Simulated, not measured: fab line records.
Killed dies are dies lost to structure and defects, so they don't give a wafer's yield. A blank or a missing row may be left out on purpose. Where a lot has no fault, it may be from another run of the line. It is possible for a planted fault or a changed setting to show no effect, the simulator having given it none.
Matching of chambers ; flow n5-finfet ; N5_BEOL_M0_SAQP_PECVD_03 on pecvd-03: 3 sister chambers
The step deposits SiCN from 3MS/NH3, target thk 12 nm, time 21.1 s. 24 wafers are shown with their chamber, then 12 later ones without.

## WAFERS, EACH WITH ITS CHAMBER
wafer;chamber;throttle-valve-pct (%);showerhead-plenum-p-Torr (Torr);chamber-pressure-Torr (Torr)
L077.3;1;9.4;3.650;2.985
L077.5;1;9.0;3.650;2.995
L077.6;2;8.8;3.669;2.995
L080.1;2;8.8;3.671;3.002
L080.3;0;9.8;3.675;3.002
L080.4;2;8.5;3.674;3.002
L082.1;1;9.1;3.660;3.000
L082.3;2;8.7;3.663;2.993
L082.4;0;9.7;3.680;3.008
L084.2;0;9.7;3.672;3.013
L084.3;2;8.6;3.659;2.991
L084.6;1;9.3;3.651;2.995
L086.2;2;8.5;3.668;3.000
L086.3;0;9.6;3.673;2.992
L086.6;1;9.2;3.655;3.012
L087.3;2;8.7;3.666;3.009
L087.5;2;8.5;3.660;2.997
L087.6;1;9.1;3.647;3.000
L089.1;1;9.2;3.649;2.998
L089.2;0;10.1;3.677;2.996
L089.3;2;8.8;3.667;2.998
L091.2;2;8.8;3.663;2.983
L091.5;0;9.9;3.682;2.998
L091.6;2;8.9;3.663;2.999

SIGNATURES (means of the wafers above)
reading;chamber 0;chamber 1;chamber 2;scatter within a chamber
throttle-valve-pct;9.800;9.186;8.691;0.151
showerhead-plenum-p-Torr;3.67650;3.65171;3.66573;0.0044
chamber-pressure-Torr;3.00150;2.99786;2.99718;0.00743
Rule: a wafer's distance from a chamber is the root of the sum, over the readings, of the square of ((its reading less the chamber's mean) divided by the reading's scatter). If the next closest chamber is less than 2 further off than the closest, the wafer can't be placed; otherwise it belongs to the closest. The scatter: the root of (the sum of the squares of (reading less its chamber's mean) over the shown wafers, divided by (wafers less chambers)).

## WAFERS WITH NO CHAMBER GIVEN
wafer;throttle-valve-pct (%);showerhead-plenum-p-Torr (Torr);chamber-pressure-Torr (Torr)
L092.1;9.2;3.640;2.991
L092.2;8.8;3.657;2.998
L092.4;9.9;3.673;2.999
L093.2;9.2;3.675;3.004
L093.3;9.7;3.671;3.006
L093.4;10.0;3.691;3.008
L096.4;9.1;3.668;3.001
L096.5;8.8;3.659;2.999
L096.6;9.4;3.641;3.005
L097.2;8.8;3.657;2.998
L097.4;9.2;3.638;3.002
L097.6;9.9;3.682;3.010

## CHAMBER TAKEN BY EACH
wafer;from the rows above;in truth
L092.1;1;1
L092.2;can't be placed: 2 or 1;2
L092.4;0;0
L093.2;can't be placed: 0 or 2 or 1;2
L093.3;0;0
L093.4;0;0
L096.4;can't be placed: 2 or 1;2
L096.5;can't be placed: 2 or 1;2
L096.6;1;1
L097.2;can't be placed: 2 or 1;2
L097.4;1;1
L097.6;0;0
Placed correctly: 7 of 12. Can't be placed from these rows: 5 (the true chamber is among the candidates in 5). Placed wrongly: 0.
